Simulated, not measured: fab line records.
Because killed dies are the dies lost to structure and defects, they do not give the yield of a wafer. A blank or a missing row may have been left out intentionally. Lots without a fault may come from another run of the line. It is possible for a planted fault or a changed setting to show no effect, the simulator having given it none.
Matching of chambers / flow n5-finfet / N5_BEOL_M3_ILD_DEP_00 on pecvd-01: 3 sister chambers
The step deposits SiOC from DEMS/O2, target thk 79 nm, time 15.3 s. 3 wafers are shown with their chamber, then 7 later ones without.

WAFERS WITH THEIR CHAMBER
wafer=L612.6; chamber=1; throttle-valve-pct (%)=13.8
wafer=L615.1; chamber=0; throttle-valve-pct (%)=11.8
wafer=L615.4; chamber=2; throttle-valve-pct (%)=11.0

WAFERS WITHOUT THEIR CHAMBER
wafer=L615.5; throttle-valve-pct (%)=13.7
wafer=L617.1; throttle-valve-pct (%)=11.3
wafer=L617.4; throttle-valve-pct (%)=11.4
wafer=L617.6; throttle-valve-pct (%)=13.8
wafer=L616.1; throttle-valve-pct (%)=12.1
wafer=L616.5; throttle-valve-pct (%)=12.1
wafer=L616.6; throttle-valve-pct (%)=13.6

EACH ONE'S CHAMBER
wafer=L615.5; from the rows above=1; in truth=1
wafer=L617.1; from the rows above=can't be placed: 2 or 0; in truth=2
wafer=L617.4; from the rows above=can't be placed: 0 or 2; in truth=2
wafer=L617.6; from the rows above=1; in truth=1
wafer=L616.1; from the rows above=0; in truth=0
wafer=L616.5; from the rows above=0; in truth=0
wafer=L616.6; from the rows above=1; in truth=1
Correctly placed: 5 of 7. These rows do not allow placing 2 (true chamber among the candidates in 2). Placed wrongly: 0.
How it was worked out, from the rows above alone: a wafer's distance from a chamber is the root of the sum, over the readings, of the square of ((its reading less the chamber's mean) divided by the reading's scatter). If the next closest chamber is less than 2 further off than the closest, the wafer can't be placed; otherwise it belongs to the closest. The mean given for a chamber averages the wafers shown for that chamber. The scatter: root of mean squared gap, hidden wafer to nearest shown wafer, with one shown wafer a chamber.
